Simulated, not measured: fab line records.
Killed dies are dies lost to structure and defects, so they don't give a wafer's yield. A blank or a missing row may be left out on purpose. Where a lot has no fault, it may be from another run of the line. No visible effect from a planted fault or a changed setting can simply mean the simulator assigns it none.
Which tool did it? :: flow n5 finfet :: 72 wafers sampled from 24 lots at 1 step of a route of 1938

## WHAT EACH GAUGE READ, for each wafer
N5_BEOL_M4_CD_MEAS_11: target cd 16.79 nm.
lot: L074
measured: day 7 22:18
on: cd sem-02
cd nm (nm): 16.89 16.73 17.04

lot: L076
measured: day 8 07:17
on: cd sem-03
cd nm (nm): 16.53 16.51 16.75

lot: L075
measured: day 8 08:43
on: cd sem-03
cd nm (nm): 16.56 16.46 17.20

lot: L077
measured: day 8 08:54
on: cd sem-03
cd nm (nm): 16.90 16.56 16.32

lot: L078
measured: day 8 13:22
on: cd sem-02
cd nm (nm): 17.35 17.10 16.51

lot: L080
measured: day 9 07:15
on: cd sem-03
cd nm (nm): 16.65 16.98 16.80

lot: L081
measured: day 9 11:21
on: cd sem-03
cd nm (nm): 16.31 16.78 16.98

lot: L079
measured: day 9 16:06
on: cd sem-01
cd nm (nm): 16.44 16.86 16.57

lot: L083
measured: day 10 02:00
on: cd sem-02
cd nm (nm): 16.89 17.19 16.71

lot: L082
measured: day 10 07:39
on: cd sem-03
cd nm (nm): 16.38 16.44 16.66

lot: L084
measured: day 10 17:49
on: cd sem-02
cd nm (nm): 16.70 16.53 16.71

lot: L086
measured: day 10 19:35
on: cd sem-03
cd nm (nm): 16.59 16.77 16.18

lot: L085
measured: day 11 01:56
on: cd sem-03
cd nm (nm): 16.69 16.88 17.00

lot: L087
measured: day 11 10:45
on: cd sem-02
cd nm (nm): 16.39 16.42 16.46

lot: L088
measured: day 11 12:17
on: cd sem-03
cd nm (nm): 16.35 16.89 16.65

lot: L089
measured: day 11 17:22
on: cd sem-01
cd nm (nm): 16.46 16.72 16.37

lot: L090
measured: day 11 17:25
on: cd sem-02
cd nm (nm): 16.65 16.49 16.60

lot: L091
measured: day 12 09:18
on: cd sem-01
cd nm (nm): 17.30 17.03 17.16

lot: L092
measured: day 12 13:07
on: cd sem-03
cd nm (nm): 16.29 16.57 16.54

lot: L093
measured: day 12 22:21
on: cd sem-01
cd nm (nm): 16.58 16.95 16.48

lot: L094
measured: day 13 08:01
on: cd sem-03
cd nm (nm): 16.48 16.97 16.87

lot: L095
measured: day 13 11:26
on: cd sem-01
cd nm (nm): 16.60 16.94 17.25

lot: L096
measured: day 13 15:38
on: cd sem-03
cd nm (nm): 16.88 17.22 17.11

lot: L097
measured: day 13 18:12
on: cd sem-03
cd nm (nm): 16.57 16.49 16.38

## WHAT TOOL EACH LOT RAN ON (gives the tool, then ch and the chambers of the sampled wafers, and finally the start)
Before these readings, the record contains no process step.

## AS READ BY THE TOOLS THEMSELVES (means over the sampled wafers that have a number; for cases with no such wafer, the mark the record gives instead)
The record holds no such reading with a usual standard deviation.

## THE ANSWER, worked out from the rows above alone
Rule: the lots themselves supply what counts as usual. Put in order of their means at a reading, lots are off if they are a third of the lots or fewer, leave a main group of 4 or more, and stand apart from it by a gap of 3 or more times the standard deviation of the main group's means; of several such gaps the widest counts. The tables above print the reading to a certain number of digits; a main group whose means all agree to those digits is not used. A lot without any number at a reading at which 4 lots or more have one is off too. Any other lot the step has rows for is counted as sound. The gauges are gone through in route order, then the tools' own readings, and for those a lot's mean is taken as printed above. The first step at which some lot is off is used, and at that step the reading that is off furthest; a lot without a number counts as furthest.
No lot is off on any of the readings shown, so nothing can be concluded from this.

## WHAT THE SIMULATOR HAD PUT IN
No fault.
